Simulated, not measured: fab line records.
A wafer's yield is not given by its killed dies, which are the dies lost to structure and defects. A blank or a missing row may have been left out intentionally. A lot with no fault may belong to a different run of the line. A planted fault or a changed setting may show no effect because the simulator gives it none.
Chamber matching || flow nandHarc || NHARC_A_M0_CMP_23 on cmp-02 has 4 sister chambers
The step polishes, t overpolish 20 s, target thk 113.75 nm. 4 wafers are shown with their chamber, then 8 later ones without.

EACH WAFER AND ITS CHAMBER
{"wafer": "L082.1", "chamber": 0, "motorCurrentA (A)": 13.1}
{"wafer": "L084.5", "chamber": 2, "motorCurrentA (A)": 11.8}
{"wafer": "L085.5", "chamber": 1, "motorCurrentA (A)": 12.2}
{"wafer": "L089.2", "chamber": 3, "motorCurrentA (A)": 12.4}

WAFERS WHOSE CHAMBER IS MISSING
{"wafer": "L089.3", "motorCurrentA (A)": 11.7}
{"wafer": "L089.5", "motorCurrentA (A)": 11.9}
{"wafer": "L087.2", "motorCurrentA (A)": 12.1}
{"wafer": "L087.4", "motorCurrentA (A)": 12.8}
{"wafer": "L087.6", "motorCurrentA (A)": 13.3}
{"wafer": "L096.2", "motorCurrentA (A)": 11.8}
{"wafer": "L096.5", "motorCurrentA (A)": 12.0}
{"wafer": "L096.6", "motorCurrentA (A)": 11.2}

EACH ONE'S CHAMBER
{"wafer": "L089.3", "from the rows above": "can't be placed: 2 or 1", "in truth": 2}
{"wafer": "L089.5", "from the rows above": "can't be placed: 2 or 1 or 3", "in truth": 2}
{"wafer": "L087.2", "from the rows above": "can't be placed: 1 or 2 or 3", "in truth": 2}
{"wafer": "L087.4", "from the rows above": "can't be placed: 0 or 3 or 1", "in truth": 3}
{"wafer": "L087.6", "from the rows above": 0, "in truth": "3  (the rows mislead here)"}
{"wafer": "L096.2", "from the rows above": "can't be placed: 2 or 1", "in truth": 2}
{"wafer": "L096.5", "from the rows above": "can't be placed: 1 or 2 or 3", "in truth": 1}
{"wafer": "L096.6", "from the rows above": "can't be placed: 2 or 1", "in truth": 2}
Placed correctly: 0 of 8. These rows do not allow placing 7 (true chamber among the candidates in 7). Placed wrongly: 1.
How it was worked out, from the rows above alone: a wafer's distance from a chamber is the root of the sum, over the readings, of the square of ((its reading less the chamber's mean) divided by the reading's scatter). If the next closest chamber is less than 2 further off than the closest, the wafer can't be placed; otherwise it belongs to the closest. For every chamber, the mean is computed from those of its wafers that are shown. The scatter: root of mean squared gap, hidden wafer to nearest shown wafer, with one shown wafer a chamber.
